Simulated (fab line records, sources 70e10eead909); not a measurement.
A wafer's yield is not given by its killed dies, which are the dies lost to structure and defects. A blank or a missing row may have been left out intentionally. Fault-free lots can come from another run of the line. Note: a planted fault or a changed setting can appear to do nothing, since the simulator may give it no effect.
fab line records	flow nandHarc	part 2 of 2: steps 5 to 6 of 6
record lots=22	wafers=66	lastDay=24
route steps=1159 shown A_STAIRCASE@563
lots that met no fault: from a run of the same line without faults
startH: hours from the record's first day to the start of the lot's first wafer shown	waitH: hours elapsed since this lot's preceding step	" the same as in the row above	L1.1+2: a row that stands for several wafers	- value missing, or start not given	* or withheld: withheld	< > ~ a bound
route shown NAME@n: a module of which the file shows steps, and the number in the route of the first	usual: mean/standard deviation of fault-free wafers	same: alike in all rows	chamber/n: place in a boat	sites: the reading at each site	_std_site: how widely they spread, as a standard deviation	_edge_site: the outer-site mean with the inner-site mean subtracted	radiusMm: how far each site lies from the wafer's centre	mask NAME#n: copy n	behind: the most recent tool/chamber to have shaped the wafer	hold: cause of the lot's hold/its duration in hours/its outcome	device: the transistor (n, p or np) that didn't switch	end of line: the tests these same wafers got at the end of their route	where a step has no rows: the recipe by itself	killed: dies that structure and defects cost at the first sort, which is not the same as the wafer's yield	map: shows each die of a wafer: x if killed, . if not, _ if none is there
set.NAME: the setting that was run; set.NAME@STEP: the one run at that earlier step	model.NAME: the simulator's own value behind a step, which no gauge read
one table for each step of the route and one row for each wafer, over a sample of lots
services: a tool's chamber out of use, with start hour (startH, from the record's first day; less than 0 if before it), hours out, and reason
## steps
# step NHARC_A_STAIRCASE_TRIM_226
# recipe timeS=211.2	o2FlowSccm=500	arFlowSccm=0	biasW=0	chemistry=O2
# usual drypumpMotorCurrentA=5.7/0.58	oesProductAu=0.998/0.011	rfVppV=58.0/0.94	showerheadPlenumPTorr=3.59/0.16	throttleValvePct=17.037/0.0086
lot.wafer	tool	chamber	startH	waitH	drypumpMotorCurrentA	oesProductAu	rfHoursCounterH	rfVppV	showerheadPlenumPTorr	throttleValvePct
L074.1	rieDiel-05	0	-	-	6.3	1.000	22	57.2	3.49	17.048
L074.6	"	0	"	"	6.3	1.005	-	57.4	3.49	17.031
L074.5	"	1	"	"	5.2	0.989	-	59.5	3.79	17.047
L076.4	rieDiel-07	1	-	-	4.9	0.988	5	57.5	3.60	17.047
L076.6	"	3	"	"	5.1	0.995	-	56.2	3.57	17.034
L076.5	"	0	"	"	5.1	0.987	-	59.8	3.81	17.021
L078.1	rieDiel-07	0	-	-	5.1	0.996	8	58.4	3.80	17.035
L078.6	"	3	"	"	5.1	0.993	-	58.1	3.57	17.033
L078.5	"	0	"	"	5.1	0.991	-	58.6	3.80	17.023
L077.1	rieDiel-07	3	-	-	5.1	1.000	7	57.4	3.57	17.046
L077.4	"	1	"	"	4.9	1.002	8	57.0	3.60	17.047
L077.6	"	3	"	"	5.1	1.000	-	58.6	3.57	17.036
L075.3	rieDiel-13	2	-	-	5.8	0.999	59	58.8	3.77	17.024
L075.1	"	3	"	"	5.2	0.982	56	58.2	3.48	17.026
L075.6	"	2	"	"	5.9	0.999	-	58.1	3.77	17.050
L082.1	rieDiel-13	0	-	-	6.3	0.985	6	59.0	3.80	17.032
L082.4	"	3	"	"	5.2	0.996	6	59.8	3.48	17.036
L082.6	"	0	"	"	6.3	0.985	-	58.4	3.80	17.056
L084.4	rieDiel-07	0	-	-	5.0	0.990	20	57.9	3.80	17.039
L084.2	"	2	"	"	6.6	1.016	21	56.8	3.48	17.041
L084.6	"	0	"	"	5.0	0.992	-	58.4	3.80	17.032
L081.2	rieDiel-13	0	-	-	6.3	0.999	7	58.1	3.80	17.030
L081.3	"	3	"	"	5.2	0.988	8	58.2	3.48	17.043
L081.6	"	1	"	"	5.9	1.013	-	56.6	3.33	17.042
L080.3	rieDiel-13	1	-	-	6.0	1.008	8	58.3	3.33	17.031
L080.1	"	2	"	"	5.9	0.996	9	58.6	3.77	17.031
L080.5	"	1	"	"	6.0	1.006	-	57.6	3.33	17.033
L083.1	rieDiel-07	1	-	-	4.9	0.984	23	57.3	3.59	17.028
L083.2	"	2	"	"	6.6	1.025	22	57.7	3.48	17.045
L083.6	"	3	"	"	5.1	1.004	-	57.8	3.56	17.021
L086.2	rieDiel-05	0	-	-	6.3	0.991	54	58.2	3.47	17.024
L086.1	"	1	"	"	5.3	0.998	59	58.4	3.77	17.027
L086.5	"	2	"	"	6.3	1.005	-	58.2	3.60	17.014
L088.2	rieDiel-05	1	-	-	5.3	0.999	62	57.7	3.77	17.027
L088.3	"	2	"	"	6.3	1.016	64	57.1	3.60	17.039
L088.6	"	2	"	"	6.3	1.013	-	57.3	3.60	17.033
L085.1	rieDiel-07	2	-	-	6.6	0.994	34	56.3	3.47	17.048
L085.3	"	3	"	"	5.2	0.990	31	57.4	3.55	17.040
L085.2	"	0	"	"	5.1	0.978	32	59.2	3.79	17.042
L089.1	rieDiel-13	1	-	-	6.0	0.997	20	57.6	3.32	17.049
L089.4	"	2	"	"	5.8	0.980	19	58.7	3.76	17.010
L089.6	"	0	"	"	6.3	0.991	-	58.7	3.80	17.034
L091.4	rieDiel-13	1	-	-	6.0	1.010	20	55.9	3.32	17.034
L091.5	"	0	"	"	6.3	0.991	-	59.0	3.80	17.039
L091.6	"	1	"	"	5.9	1.006	-	58.4	3.32	17.025
L090.1	rieDiel-05	1	-	-	5.2	0.993	65	58.4	3.77	17.028
L090.3	"	2	"	"	6.3	0.999	66	57.7	3.59	17.029
L090.6	"	1	"	"	5.2	0.998	-	57.9	3.77	17.051
L092.3	rieDiel-07	3	-	-	5.2	0.990	41	57.9	3.55	17.045
L092.4	"	0	"	"	5.1	0.996	42	59.1	3.78	17.039
L092.6	"	3	"	"	5.1	0.990	-	58.6	3.55	17.031
L093.4	rieDiel-13	1	-	-	5.9	1.003	28	56.4	3.32	17.046
L093.2	"	3	"	"	5.2	1.018	27	57.8	3.47	17.039
L093.3	"	0	"	"	6.4	0.994	28	56.9	3.79	17.016
L094.1	rieDiel-13	1	-	-	5.9	0.985	31	57.4	3.32	17.049
L094.2	"	2	"	"	5.8	0.999	31	58.7	3.75	17.036
L094.5	"	3	"	"	5.2	1.003	-	57.1	3.47	17.033
L095.1	rieDiel-07	0	-	-	5.1	0.988	50	57.9	3.78	17.042
L095.3	"	3	"	"	5.1	1.000	48	56.6	3.54	17.044
L095.6	"	0	"	"	5.0	0.998	-	58.1	3.78	17.042
L097.4	rieDiel-13	0	-	-	6.3	0.992	37	58.1	3.79	17.027
L097.3	"	2	"	"	5.8	0.982	37	59.3	3.75	17.042
L097.6	"	0	"	"	6.3	0.985	-	58.3	3.79	17.032
L096.1	rieDiel-07	1	-	-	4.9	0.985	57	58.7	3.57	17.035
L096.2	"	3	"	"	5.2	1.006	51	59.5	3.54	17.047
L096.6	"	0	"	"	5.1	0.993	-	59.4	3.78	17.045
# step NHARC_A_STAIRCASE_TRIM_231
# recipe timeS=211.2	o2FlowSccm=500	arFlowSccm=0	biasW=0	chemistry=O2
# usual drypumpMotorCurrentA=5.7/0.56	oesProductAu=0.997/0.0095	rfVppV=57.9/0.92	showerheadPlenumPTorr=3.58/0.16	throttleValvePct=17.036/0.0086
lot.wafer	tool	chamber	startH	waitH	drypumpMotorCurrentA	oesProductAu	rfHoursCounterH	rfVppV	showerheadPlenumPTorr	throttleValvePct
L074.1	rieDiel-05	3	-	-	6.3	0.995	19	56.8	3.46	17.050
L074.6	"	0	"	"	6.3	1.009	-	59.4	3.49	17.038
L074.5	"	1	"	"	5.3	0.986	-	59.9	3.79	17.039
L076.4	rieDiel-13	0	-	-	6.3	1.000	56	57.6	3.26	17.036
L076.6	"	1	"	"	5.9	1.013	-	56.5	3.34	17.046
L076.5	"	2	"	"	5.9	1.007	-	58.3	3.78	17.045
L078.1	rieDiel-07	3	-	-	5.1	0.999	7	58.2	3.57	17.038
L078.6	"	0	"	"	5.1	0.993	-	57.8	3.80	17.035
L078.5	"	1	"	"	4.9	0.988	-	57.8	3.60	17.044
L077.4	rieDiel-13	2	-	-	5.9	1.003	59	57.7	3.77	17.039
L077.1	"	0	"	"	6.3	0.990	59	57.0	3.26	17.036
L077.6	"	1	"	"	5.9	1.001	-	57.4	3.33	17.045
L075.1	rieDiel-07	3	-	-	5.1	0.989	8	58.0	3.56	17.034
L075.3	"	2	"	"	6.6	1.008	8	58.0	3.49	17.029
L075.6	"	0	"	"	5.1	0.984	-	57.6	3.80	17.038
L082.4	rieDiel-13	3	-	-	5.2	0.994	7	59.1	3.48	17.035
L082.1	"	2	"	"	5.8	0.992	7	59.4	3.77	17.037
L082.6	"	3	"	"	5.2	0.999	-	58.7	3.48	17.040
L084.4	rieDiel-05	3	-	-	6.3	0.996	44	56.6	3.45	17.049
L084.2	"	1	"	"	5.3	0.986	51	58.6	3.78	17.037
L084.6	"	3	"	"	6.3	0.994	-	57.5	3.45	17.025
L081.3	rieDiel-13	2	-	-	5.9	1.002	8	59.1	3.77	17.049
L081.2	"	1	"	"	6.0	1.016	8	57.7	3.33	17.043
L081.6	"	2	"	"	5.9	1.003	-	58.2	3.77	17.048
L080.3	rieDiel-13	1	-	-	5.9	1.004	8	56.8	3.33	17.028
L080.1	"	2	"	"	5.8	0.990	9	58.9	3.77	17.032
L080.5	"	0	"	"	6.3	0.998	-	57.1	3.80	17.045
L083.2	rieDiel-07	1	-	-	4.9	0.988	23	57.1	3.59	17.031
L083.1	"	2	"	"	6.6	1.009	22	57.8	3.48	17.064
L083.6	"	0	"	"	5.1	0.997	-	58.6	3.80	17.040
L086.2	rieDiel-05	0	-	-	6.3	0.993	54	57.2	3.47	17.028
L086.1	"	2	"	"	6.3	1.002	61	57.9	3.60	17.036
L086.5	"	0	"	"	6.3	0.989	-	58.1	3.47	17.037
L085.3	rieDiel-07	2	-	-	6.6	1.009	35	58.3	3.47	17.033
L085.1	"	3	"	"	5.1	1.000	32	58.0	3.55	17.034
L085.2	"	0	"	"	5.1	0.988	32	57.8	3.79	17.025
L088.3	rieDiel-13	0	-	-	6.3	0.985	18	59.5	3.80	17.022
L088.2	"	1	"	"	5.9	1.004	18	58.1	3.32	17.041
L088.6	"	3	"	"	5.2	1.004	-	57.1	3.47	17.030
L089.1	rieDiel-07	0	-	-	5.1	0.985	35	57.8	3.79	17.047
L089.4	"	2	"	"	6.6	1.008	38	56.5	3.47	17.022
L089.6	"	3	"	"	5.1	0.997	-	57.9	3.55	17.034
L091.4	rieDiel-13	2	-	-	5.8	0.991	20	57.8	3.76	17.034
L091.6	"	1	"	"	6.0	1.008	-	58.1	3.32	17.042
L091.5	"	2	"	"	5.8	0.999	-	57.6	3.76	17.042
L090.3	rieDiel-05	3	-	-	6.3	0.990	58	57.4	3.44	17.023
L090.1	"	2	"	"	6.3	0.995	67	57.1	3.59	17.038
L090.6	"	1	"	"	5.3	0.996	-	58.8	3.77	17.008
L092.4	rieDiel-07	3	-	-	5.1	0.996	41	59.4	3.55	17.039
L092.3	"	0	"	"	5.1	0.998	42	58.2	3.78	17.036
L092.6	"	3	"	"	5.1	0.987	-	55.2	3.55	17.038
L093.3	rieDiel-05	2	-	-	6.3	0.997	2	56.5	3.59	17.052
L093.4	"	3	"	"	6.3	1.003	2	58.7	3.44	17.055
L093.2	"	1	"	"	5.3	0.983	1	59.6	3.77	17.052
L094.2	rieDiel-13	1	-	-	6.0	0.983	32	58.8	3.32	17.041
L094.1	"	0	"	"	6.3	0.993	31	60.4	3.79	17.037
L094.5	"	1	"	"	5.9	0.989	-	57.8	3.32	17.048
L095.3	rieDiel-07	3	-	-	5.2	1.002	48	58.2	3.54	17.048
L095.1	"	1	"	"	4.9	0.985	52	58.6	3.58	17.050
L095.6	"	1	"	"	4.9	0.992	-	57.7	3.58	17.046
L097.4	rieDiel-13	3	-	-	5.2	0.997	38	58.7	3.46	17.038
L097.3	"	0	"	"	6.3	0.988	38	57.9	3.79	17.020
L097.6	"	2	"	"	5.8	0.991	-	56.6	3.75	17.038
L096.1	rieDiel-07	1	-	-	4.9	0.985	57	58.4	3.57	17.025
L096.2	"	2	"	"	6.6	1.007	51	56.9	3.47	17.036
L096.6	"	2	"	"	6.6	1.010	-	58.1	3.47	17.034
## services
tool	chamber	startH	hours	kind
rieDiel-07	-	229.31	9.0	pm
rieDiel-13	0	231.44	-	clean
rieDiel-13	1	231.44	-	clean
rieDiel-13	2	231.44	-	clean
rieDiel-13	3	231.44	-	clean
rieDiel-13	3	232.11	3.8	repair
rieDiel-13	0	256.09	-	clean
rieDiel-13	1	256.09	-	clean
rieDiel-13	2	256.09	-	clean
rieDiel-13	3	256.09	-	clean
rieDiel-13	0	268.60	-	consumableReplace:showerhead
rieDiel-13	0	268.60	9.0	scheduledDown
rieDiel-13	0	268.60	9.0	ventCycle
rieDiel-13	-	276.08	9.0	pm
rieDiel-13	1	276.08	9.0	ventCycle
rieDiel-13	2	276.08	9.0	ventCycle
rieDiel-13	3	276.08	9.0	ventCycle
rieDiel-13	0	285.08	-	clean
rieDiel-13	1	285.08	-	clean
rieDiel-05	-	321.33	2.1	repair
rieDiel-05	0	337.34	6.3	repair
rieDiel-05	-	340.62	9.0	pm
rieDiel-07	3	379.10	4.6	repair
rieDiel-05	3	379.32	4.2	repair
